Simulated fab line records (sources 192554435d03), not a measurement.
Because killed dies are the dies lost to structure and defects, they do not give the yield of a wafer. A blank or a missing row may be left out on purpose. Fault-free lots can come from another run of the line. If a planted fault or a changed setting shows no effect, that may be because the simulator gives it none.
A single fault, viewed from 2 desks || flow n5-finfet || what lay behind the numbers comes last; until then each desk has only its own

== FROM THE METROLOGY DESK ==
Means of the sampled wafers that have a number, per lot and without regard to the tool the lot ran on: this is what the gauges read. Marked OUT: a lot whose mean sits more than 4 standard deviations from the usual mean, which makes it out of limits; the brackets give that distance. 7 of its 11 readings are shown, namely those furthest out on some lot.
Columns: A = V0_OVL at N5_BEOL_M1_OVL_MEAS_29, usual -0.5 nm; B = DIBL_N at N5_BEOL_M4_RC_MEAS_101, usual 36.3 mV/V; C = ION_N at N5_BEOL_M4_RC_MEAS_101, usual 672 uA/um; D = ION_P at N5_BEOL_M4_RC_MEAS_101, usual 462 uA/um; E = SS_N at N5_BEOL_M4_RC_MEAS_101, usual 71.5 mV/dec; F = SS_P at N5_BEOL_M4_RC_MEAS_101, usual 73.3 mV/dec; G = VT_N at N5_BEOL_M4_RC_MEAS_101, usual 249.9 mV
{"lot": "L836", "first seen here": "day 6 17:47", "A": -1.0, "B": 35.4, "C": 670, "D": 454, "E": 71.5, "F": 73.4, "G": 249.8}
{"lot": "L837", "first seen here": "day 6 17:57", "A": -1.0, "B": 35.6, "C": 672, "D": 463, "E": 71.2, "F": 72.5, "G": 252.1}
{"lot": "L844", "first seen here": "day 8 17:19", "A": -0.4, "B": 37.5, "C": 675, "D": 465, "E": 71.2, "F": 73.2, "G": 249.3}
{"lot": "L845", "first seen here": "day 8 20:51", "A": -1.0, "B": 37.4, "C": 664, "D": 451, "E": 71.6, "F": 73.3, "G": 251.6}
{"lot": "L850", "first seen here": "day 9 23:37", "A": -1.0, "B": 35.3, "C": 664, "D": 459, "E": 71.9, "F": 73.2, "G": 252.7}
{"lot": "L851", "first seen here": "day 10 12:07", "A": -1.6, "B": 36.2, "C": 688, "D": 471, "E": 71.8, "F": 73.9, "G": 246.1}
{"lot": "L855", "first seen here": "day 11 05:35", "A": 0.5, "B": 34.7, "C": 669, "D": 469, "E": 71.3, "F": 73.0, "G": 249.5}
{"lot": "L856", "first seen here": "day 11 17:23", "A": 0.6, "B": 36.0, "C": 674, "D": 460, "E": 71.8, "F": 73.2, "G": 249.1}
{"lot": "L857", "first seen here": "day 11 21:52", "A": 0.0, "B": 37.7, "C": 674, "D": 464, "E": 72.3, "F": 73.4, "G": 248.5}
Result from this desk: across the 9 lots, nothing is out of limits.

== THE TOOL OWNER'S DESK: rie-diel-06 ==
The tool's own readings at N5_BEOL_M1_VIA_ETCH_34 (etches the open film in C4F6/O2, target depth 67.8 nm, time 64.4 s): means of the sampled wafers that have a number, for each lot that ran on this tool. Marked OUT: a lot whose mean sits more than 4 standard deviations from the usual mean, which makes it out of limits; the brackets give that distance.
Columns: A = drypump-motor-current-A at N5_BEOL_M1_VIA_ETCH_34, usual 5.8 A; B = oes-product-au at N5_BEOL_M1_VIA_ETCH_34, usual 0.83 a.u.; C = rf-vpp-V at N5_BEOL_M1_VIA_ETCH_34, usual 661 V; D = run-length-s at N5_BEOL_M1_VIA_ETCH_34, usual 87.6 s; E = showerhead-plenum-p-Torr at N5_BEOL_M1_VIA_ETCH_34, usual 2.84 Torr; F = throttle-valve-pct at N5_BEOL_M1_VIA_ETCH_34, usual 30.75 %
{"lot": "L836", "first seen here": "day 7 11:00", "A": 6.4, "B": 0.85, "C": 664, "D": 87.3, "E": 2.91, "F": 30.73}
{"lot": "L837", "first seen here": "day 7 14:13", "A": 5.9, "B": 0.76, "C": 663, "D": 87.7, "E": 2.85, "F": 30.66}
{"lot": "L844", "first seen here": "day 9 00:15", "A": 6.5, "B": 0.82, "C": 662, "D": "79.3 (-21) OUT", "E": 2.91, "F": 30.73}
{"lot": "L845", "first seen here": "day 9 03:10", "A": 5.9, "B": 0.81, "C": 657, "D": "79.9 (-20) OUT", "E": 2.79, "F": 30.71}
Finding of this desk: L844, L845 out of limits; the first was L844 at day 9 00:15, on run-length-s at N5_BEOL_M1_VIA_ETCH_34. L836, L837 stayed within limits.

== PUT TOGETHER ==
The tool owner's desk could have raised an alarm at day 9 00:15, on L844, L845.
Nothing out of limits was seen by the metrology desk.
The metrology desk has L844, L845 on record, within its limits.
N5_BEOL_M1_VIA_ETCH_34 was run on rie-diel-06 by each of the lots named.

== WHAT THE SIMULATOR HAD INSERTED ==
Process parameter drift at N5_BEOL_M1_VIA_ETCH_34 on rie-diel-06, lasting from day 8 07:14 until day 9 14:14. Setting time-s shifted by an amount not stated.
Struck lots among those shown: L844, L845.
Hours from the fault's start to each desk's first reading out of limits: the tool owner's desk, 17.
